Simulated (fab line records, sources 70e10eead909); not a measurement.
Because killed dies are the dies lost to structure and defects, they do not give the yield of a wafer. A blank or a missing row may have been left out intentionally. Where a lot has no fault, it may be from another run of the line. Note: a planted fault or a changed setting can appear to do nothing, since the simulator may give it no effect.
fab line records / flow nand_harc
[record] lots = 6 wafers = 18 last_day = 34
route steps=1302 shown A_CONTACT@1100 A_BLC@1107
lots that met no fault: from a run of the same line without faults
start_h: hours from the record's opening day to when the first of the lot's shown wafers began / wait_h: time in hours since the lot's previous step / " identical to the entry in the row above / L1.1+2: a single row standing in for several wafers / - no value, or no start was given / * or withheld: withheld / < > ~ a bound
route shown NAME@n: a module of which the file shows steps, and the number in the route of the first / usual: mean/standard deviation taken from wafers without a fault / same: alike in all rows / chamber/n: place in a boat / sites: the reading at each site / _std_site: the standard deviation of these / _edge_site: the outer-site mean with the inner-site mean subtracted / radius_mm: for every site, how far away it sits from the centre of the wafer / mask NAME#n: copy n / behind: the most recent tool/chamber to have shaped the wafer / hold: reason for holding the lot/hours on hold/outcome of the hold / device: transistor that didn't switch, given as n, p or np / end of line: the route-end tests of the same wafers / a step given without rows: its recipe and nothing more / killed: dies that structure and defects cost at the first sort, which is not the same as the wafer's yield / map: the dies of a wafer, with x for killed, . for not killed, _ for no die there
set.NAME: the setting the step ran with; set.NAME@STEP: the setting that earlier step ran with / model.NAME: the simulator's own value behind a step, which no gauge read
lots at selected steps of the route; one table per step, one row per wafer
services: from which hour (start_h, from the record's first day; less than 0 if before it) a tool's chamber was out of use, for how many hours, and why
[[steps]]
[step NHARC_A_CONTACT_STRIP_27]
[recipe] time_s = 600 temp_c = 30 chemistry = post_etch_residue_remover
[step NHARC_A_CONTACT_ALD_18]
[recipe] target_thk_a = 30 pulse_time_s = 1 ald_cycles = 150 temp_c = 450 material = TiN
[usual] heater_power_w = 1075/120 precursor_pulse_height_rel = 1.001/0.021
lot.wafer=L859.3 tool=ald_metal-04 chamber=0 start_h=531.51 wait_h=- heater_power_w=885 precursor_pulse_height_rel=0.974
lot.wafer=L859.2 tool=ald_metal-04 chamber=1 start_h=531.51 wait_h=- heater_power_w=1027 precursor_pulse_height_rel=1.009
lot.wafer=L859.1 tool=ald_metal-04 chamber=3 start_h=531.51 wait_h=- heater_power_w=1008 precursor_pulse_height_rel=1.015
lot.wafer=L863.1 tool=ald_metal-01 chamber=0 start_h=560.89 wait_h=- heater_power_w=1297 precursor_pulse_height_rel=1.010
lot.wafer=L863.3 tool=ald_metal-01 chamber=2 start_h=560.89 wait_h=- heater_power_w=1197 precursor_pulse_height_rel=0.999
lot.wafer=L863.5 tool=ald_metal-01 chamber=3 start_h=560.89 wait_h=- heater_power_w=1021 precursor_pulse_height_rel=0.994
lot.wafer=L869.4 tool=ald_metal-04 chamber=1 start_h=646.84 wait_h=- heater_power_w=1045 precursor_pulse_height_rel=1.011
lot.wafer=L869.2 tool=ald_metal-04 chamber=2 start_h=646.84 wait_h=- heater_power_w=1222 precursor_pulse_height_rel=1.002
lot.wafer=L869.1 tool=ald_metal-04 chamber=3 start_h=646.84 wait_h=- heater_power_w=1056 precursor_pulse_height_rel=1.031
lot.wafer=L878.1 tool=ald_metal-04 chamber=1 start_h=724.17 wait_h=- heater_power_w=1000 precursor_pulse_height_rel=0.987
lot.wafer=L878.2 tool=ald_metal-04 chamber=2 start_h=724.17 wait_h=- heater_power_w=1211 precursor_pulse_height_rel=0.996
lot.wafer=L878.4 tool=ald_metal-04 chamber=3 start_h=724.17 wait_h=- heater_power_w=962 precursor_pulse_height_rel=0.970
lot.wafer=L880.3 tool=ald_metal-04 chamber=1 start_h=745.94 wait_h=- heater_power_w=1003 precursor_pulse_height_rel=0.972
lot.wafer=L880.4 tool=ald_metal-04 chamber=3 start_h=745.94 wait_h=- heater_power_w=977 precursor_pulse_height_rel=0.953
lot.wafer=L880.5 tool=ald_metal-04 chamber=1 start_h=745.94 wait_h=- heater_power_w=970 precursor_pulse_height_rel=1.004
lot.wafer=L881.2 tool=ald_metal-02 chamber=3 start_h=750.29 wait_h=- heater_power_w=1089 precursor_pulse_height_rel=1.056
lot.wafer=L881.1 tool=ald_metal-02 chamber=1 start_h=750.29 wait_h=- heater_power_w=1124 precursor_pulse_height_rel=0.989
lot.wafer=L881.6 tool=ald_metal-02 chamber=1 start_h=750.29 wait_h=- heater_power_w=1145 precursor_pulse_height_rel=1.025
[step NHARC_A_CONTACT_CVD_19]
[recipe] target_thk_a = 3000 temp_c = 300 pressure_torr = 40 wf6_flow_sccm = 40 h2_flow_sccm = 1600 ar_flow_sccm = 1560 time_s = 802 material = W
[usual] heater_power_w = 483/29 throttle_valve_pct = 8.22/0.21
lot.wafer=L859.2 tool=cvd_w-02 chamber=0 start_h=- wait_h=- heater_power_w=525 throttle_valve_pct=8.33
lot.wafer=L859.1 tool=cvd_w-02 chamber=1 start_h=- wait_h=- heater_power_w=438 throttle_valve_pct=8.29
lot.wafer=L859.3 tool=cvd_w-02 chamber=1 start_h=- wait_h=- heater_power_w=435 throttle_valve_pct=8.22
lot.wafer=L863.1 tool=cvd_w-02 chamber=0 start_h=- wait_h=- heater_power_w=507 throttle_valve_pct=8.55
lot.wafer=L863.3 tool=cvd_w-02 chamber=0 start_h=- wait_h=- heater_power_w=509 throttle_valve_pct=7.99
lot.wafer=L863.5 tool=cvd_w-02 chamber=1 start_h=- wait_h=- heater_power_w=429 throttle_valve_pct=8.01
lot.wafer=L869.2 tool=cvd_w-01 chamber=1 start_h=- wait_h=- heater_power_w=492 throttle_valve_pct=8.13
lot.wafer=L869.1 tool=cvd_w-01 chamber=0 start_h=- wait_h=- heater_power_w=496 throttle_valve_pct=7.86
lot.wafer=L869.4 tool=cvd_w-01 chamber=1 start_h=- wait_h=- heater_power_w=488 throttle_valve_pct=8.04
lot.wafer=L878.1 tool=cvd_w-01 chamber=0 start_h=- wait_h=- heater_power_w=487 throttle_valve_pct=8.17
lot.wafer=L878.2 tool=cvd_w-01 chamber=1 start_h=- wait_h=- heater_power_w=482 throttle_valve_pct=8.32
lot.wafer=L878.4 tool=cvd_w-01 chamber=1 start_h=- wait_h=- heater_power_w=482 throttle_valve_pct=8.32
lot.wafer=L880.3 tool=cvd_w-01 chamber=0 start_h=- wait_h=- heater_power_w=501 throttle_valve_pct=8.21
lot.wafer=L880.4 tool=cvd_w-01 chamber=1 start_h=- wait_h=- heater_power_w=469 throttle_valve_pct=8.36
lot.wafer=L880.5 tool=cvd_w-01 chamber=1 start_h=- wait_h=- heater_power_w=473 throttle_valve_pct=8.36
lot.wafer=L881.1 tool=cvd_w-01 chamber=1 start_h=- wait_h=- heater_power_w=466 throttle_valve_pct=8.38
lot.wafer=L881.2 tool=cvd_w-01 chamber=0 start_h=- wait_h=- heater_power_w=509 throttle_valve_pct=8.06
lot.wafer=L881.6 tool=cvd_w-01 chamber=1 start_h=- wait_h=- heater_power_w=472 throttle_valve_pct=8.19
[step NHARC_A_CONTACT_CMP_20]
[recipe] t_overpolish_s = 30 target_thk_nm = 300
[usual] motor_current_A = 12.5/0.93 overpolish_run_s = 30.001/0.0089 time_to_endpoint_s = 58.0/2.6
lot.wafer=L859.2 tool=cmp-02 chamber=1 start_h=532.64 wait_h=0.8 motor_current_A=13.3 overpolish_run_s=30.002 time_to_endpoint_s=54.2
lot.wafer=L859.3 tool=cmp-02 chamber=2 start_h=532.64 wait_h=0.8 motor_current_A=12.9 overpolish_run_s=30.003 time_to_endpoint_s=58.1
lot.wafer=L859.1 tool=cmp-02 chamber=3 start_h=532.64 wait_h=0.8 motor_current_A=13.5 overpolish_run_s=30.000 time_to_endpoint_s=57.2
lot.wafer=L863.1 tool=cmp-04 chamber=1 start_h=562.06 wait_h=0.7 motor_current_A=12.8 overpolish_run_s=29.999 time_to_endpoint_s=54.3
lot.wafer=L863.3 tool=cmp-04 chamber=3 start_h=562.06 wait_h=0.7 motor_current_A=11.1 overpolish_run_s=30.024 time_to_endpoint_s=57.1
lot.wafer=L863.5 tool=cmp-04 chamber=1 start_h=562.06 wait_h=0.7 motor_current_A=13.1 overpolish_run_s=29.996 time_to_endpoint_s=55.8
lot.wafer=L869.1 tool=cmp-04 chamber=0 start_h=647.94 wait_h=0.7 motor_current_A=11.4 overpolish_run_s=30.006 time_to_endpoint_s=62.2
lot.wafer=L869.2 tool=cmp-04 chamber=1 start_h=647.94 wait_h=0.7 motor_current_A=12.8 overpolish_run_s=30.000 time_to_endpoint_s=59.7
lot.wafer=L869.4 tool=cmp-04 chamber=2 start_h=647.94 wait_h=0.7 motor_current_A=13.5 overpolish_run_s=29.999 time_to_endpoint_s=59.6
lot.wafer=L878.1 tool=cmp-03 chamber=1 start_h=725.26 wait_h=0.8 motor_current_A=13.2 overpolish_run_s=30.018 time_to_endpoint_s=55.6
lot.wafer=L878.4 tool=cmp-03 chamber=3 start_h=725.26 wait_h=0.8 motor_current_A=14.5 overpolish_run_s=30.002 time_to_endpoint_s=58.2
lot.wafer=L878.2 tool=cmp-03 chamber=0 start_h=725.26 wait_h=0.8 motor_current_A=11.7 overpolish_run_s=29.999 time_to_endpoint_s=56.1
lot.wafer=L880.3 tool=cmp-02 chamber=3 start_h=747.02 wait_h=0.5 motor_current_A=13.1 overpolish_run_s=30.005 time_to_endpoint_s=58.9
lot.wafer=L880.4 tool=cmp-02 chamber=0 start_h=747.02 wait_h=0.5 motor_current_A=11.7 overpolish_run_s=29.983 time_to_endpoint_s=51.4
lot.wafer=L880.5 tool=cmp-02 chamber=3 start_h=747.02 wait_h=0.5 motor_current_A=13.3 overpolish_run_s=29.986 time_to_endpoint_s=56.6
lot.wafer=L881.1 tool=cmp-02 chamber=3 start_h=751.44 wait_h=0.8 motor_current_A=12.9 overpolish_run_s=29.997 time_to_endpoint_s=57.3
lot.wafer=L881.2 tool=cmp-02 chamber=2 start_h=751.44 wait_h=0.8 motor_current_A=12.3 overpolish_run_s=30.007 time_to_endpoint_s=60.9
lot.wafer=L881.6 tool=cmp-02 chamber=0 start_h=751.44 wait_h=0.8 motor_current_A=11.3 overpolish_run_s=29.986 time_to_endpoint_s=57.1
[step NHARC_A_CONTACT_SRD_22]
[step NHARC_A_CONTACT_INSPECT_23]
[usual] raw_defect_count = 504/110
lot.wafer=L859.1 tool=defect_inspect-02 chamber=- start_h=533.01 wait_h=0.1 raw_defect_count=519
lot.wafer=L859.2 tool=defect_inspect-02 chamber=- start_h=533.01 wait_h=0.1 raw_defect_count=553
lot.wafer=L859.3 tool=defect_inspect-02 chamber=- start_h=533.01 wait_h=0.1 raw_defect_count=460
lot.wafer=L863.1 tool=defect_inspect-02 chamber=- start_h=562.44 wait_h=0.1 raw_defect_count=376
lot.wafer=L863.3 tool=defect_inspect-02 chamber=- start_h=562.44 wait_h=0.1 raw_defect_count=393
lot.wafer=L863.5 tool=defect_inspect-02 chamber=- start_h=562.44 wait_h=0.1 raw_defect_count=465
lot.wafer=L869.1 tool=defect_inspect-02 chamber=- start_h=648.31 wait_h=0.1 raw_defect_count=895
lot.wafer=L869.2 tool=defect_inspect-02 chamber=- start_h=648.31 wait_h=0.1 raw_defect_count=636
lot.wafer=L869.4 tool=defect_inspect-02 chamber=- start_h=648.31 wait_h=0.1 raw_defect_count=571
lot.wafer=L878.1 tool=defect_inspect-02 chamber=- start_h=725.67 wait_h=0.1 raw_defect_count=596
lot.wafer=L878.2 tool=defect_inspect-02 chamber=- start_h=725.67 wait_h=0.1 raw_defect_count=478
lot.wafer=L878.4 tool=defect_inspect-02 chamber=- start_h=725.67 wait_h=0.1 raw_defect_count=505
lot.wafer=L880.3 tool=defect_inspect-02 chamber=- start_h=747.42 wait_h=0.1 raw_defect_count=455
lot.wafer=L880.4 tool=defect_inspect-02 chamber=- start_h=747.42 wait_h=0.1 raw_defect_count=542
lot.wafer=L880.5 tool=defect_inspect-02 chamber=- start_h=747.42 wait_h=0.1 raw_defect_count=491
lot.wafer=L881.1 tool=defect_inspect-01 chamber=- start_h=751.84 wait_h=0.1 raw_defect_count=520
lot.wafer=L881.2 tool=defect_inspect-01 chamber=- start_h=751.84 wait_h=0.1 raw_defect_count=632
lot.wafer=L881.6 tool=defect_inspect-01 chamber=- start_h=751.84 wait_h=0.1 raw_defect_count=512
[step NHARC_A_BLC_DEHYDRATE_00]
[recipe] temp_c = 150 time_s = 120
[step NHARC_A_BLC_HMDS_01]
[recipe] time_s = 30
[step NHARC_A_BLC_COAT_02]
[recipe] temp_c = 260 time_s = 75
[step NHARC_A_BLC_COAT_03]
[recipe] temp_c = 225 time_s = 65
[step NHARC_A_BLC_COAT_04]
[recipe] spin_rpm = 1500 resist_thk_nm = 90
[step NHARC_A_BLC_SOFTBAKE_05]
[recipe] temp_c = 105 time_s = 55
[usual] heater_power_total_W = 188.46/0.15 resist_line_temp_C = 22.98/0.1
lot.wafer=L859.1 tool=litho_track-01 chamber=0 start_h=533 wait_h=- heater_power_total_W=188.53 resist_line_temp_C=22.87
lot.wafer=L859.2 tool=litho_track-01 chamber=0 start_h=533 wait_h=- heater_power_total_W=188.70 resist_line_temp_C=23.06
lot.wafer=L859.3 tool=litho_track-01 chamber=0 start_h=533 wait_h=- heater_power_total_W=188.73 resist_line_temp_C=22.89
lot.wafer=L863.1 tool=litho_track-01 chamber=0 start_h=562 wait_h=- heater_power_total_W=188.48 resist_line_temp_C=22.97
lot.wafer=L863.3 tool=litho_track-01 chamber=0 start_h=562 wait_h=- heater_power_total_W=188.33 resist_line_temp_C=23.06
lot.wafer=L863.5 tool=litho_track-01 chamber=0 start_h=562 wait_h=- heater_power_total_W=188.35 resist_line_temp_C=23.06
lot.wafer=L869.1 tool=litho_track-01 chamber=0 start_h=648 wait_h=- heater_power_total_W=188.33 resist_line_temp_C=22.86
lot.wafer=L869.2 tool=litho_track-01 chamber=0 start_h=648 wait_h=- heater_power_total_W=188.39 resist_line_temp_C=22.90
lot.wafer=L869.4 tool=litho_track-01 chamber=0 start_h=648 wait_h=- heater_power_total_W=188.35 resist_line_temp_C=22.84
lot.wafer=L878.1 tool=litho_track-01 chamber=0 start_h=725 wait_h=- heater_power_total_W=204.48 resist_line_temp_C=23.09
lot.wafer=L878.2 tool=litho_track-01 chamber=0 start_h=725 wait_h=- heater_power_total_W=204.20 resist_line_temp_C=23.01
lot.wafer=L878.4 tool=litho_track-01 chamber=0 start_h=725 wait_h=- heater_power_total_W=204.11 resist_line_temp_C=23.15
lot.wafer=L880.3 tool=litho_track-01 chamber=0 start_h=747 wait_h=- heater_power_total_W=203.97 resist_line_temp_C=22.93
lot.wafer=L880.4 tool=litho_track-01 chamber=0 start_h=747 wait_h=- heater_power_total_W=204.27 resist_line_temp_C=23.05
lot.wafer=L880.5 tool=litho_track-01 chamber=0 start_h=747 wait_h=- heater_power_total_W=204.18 resist_line_temp_C=22.93
lot.wafer=L881.1 tool=litho_track-06 chamber=0 start_h=751 wait_h=- heater_power_total_W=188.67 resist_line_temp_C=22.88
lot.wafer=L881.2 tool=litho_track-06 chamber=0 start_h=751 wait_h=- heater_power_total_W=188.40 resist_line_temp_C=22.89
lot.wafer=L881.6 tool=litho_track-06 chamber=0 start_h=751 wait_h=- heater_power_total_W=188.37 resist_line_temp_C=22.93
[step NHARC_A_BLC_EBR_06]
[[services]]
tool=cvd_w-02 chamber=0 start_h=508.89 hours=1.4 kind=repair
tool=cvd_w-02 chamber=- start_h=513.08 hours=1.3 kind=repair
tool=cmp-04 chamber=- start_h=514.02 hours=1.7 kind=repair
tool=ald_metal-01 chamber=- start_h=517.50 hours=0.8 kind=repair
tool=ald_metal-01 chamber=- start_h=526.00 hours=10.0 kind=pm
tool=ald_metal-04 chamber=1 start_h=526.23 hours=4.7 kind=repair
tool=cmp-02 chamber=- start_h=526.50 hours=4.0 kind=pm
tool=cvd_w-01 chamber=1 start_h=529.92 hours=12.4 kind=repair
tool=cvd_w-01 chamber=- start_h=548.58 hours=13.0 kind=pm
tool=cmp-04 chamber=- start_h=563.43 hours=4.0 kind=pm
tool=cmp-02 chamber=- start_h=568.30 hours=1.8 kind=repair
tool=cmp-02 chamber=- start_h=620.49 hours=1.0 kind=repair
tool=cmp-02 chamber=- start_h=624.65 hours=4.0 kind=pm
tool=cvd_w-02 chamber=- start_h=631.49 hours=13.0 kind=pm
tool=cmp-02 chamber=- start_h=648.58 hours=0.5 kind=repair
tool=cmp-04 chamber=- start_h=651.51 hours=1.1 kind=repair
tool=ald_metal-04 chamber=- start_h=652.00 hours=10.0 kind=pm
tool=cmp-04 chamber=- start_h=661.43 hours=4.0 kind=pm
tool=litho_track-01 chamber=- start_h=680.00 hours=7.0 kind=pm
tool=cmp-02 chamber=- start_h=716.84 hours=5.5 kind=repair
tool=cmp-02 chamber=- start_h=722.65 hours=4.0 kind=pm
tool=cvd_w-01 chamber=- start_h=729.58 hours=13.0 kind=pm
tool=cmp-04 chamber=- start_h=733.98 hours=2.5 kind=repair
tool=cmp-04 chamber=- start_h=743.84 hours=2.1 kind=repair
[[key]]
[first_sign] step = NHARC_A_BLC_SOFTBAKE_05 reading = heater_power_total_W direction = up sigmas = 99+ usual = * struck = *
effect none on later readings
met_at NHARC_A_BLC_SOFTBAKE_05
struck_wafers L878.1,L878.2,L878.4,L880.3,L880.4,L880.5
tester_left_out L878,L880
onset_between 648 725
[fault] kind = process_parameter_drift tool = litho_track-01 chamber = - onset_h = 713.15 steps = NHARC_A_BLC_SOFTBAKE_05 channel = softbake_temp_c offset = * shape = step end_h = 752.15 acts_in = * stated = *
// tester_left_out: of these lots the tester's yield and bins aren't shown, on N5 and GAA mostly nor the transistor test; their killed dies are dies lost to structure and defects alone, not to doping, threshold or leakage, so they don't give the yield
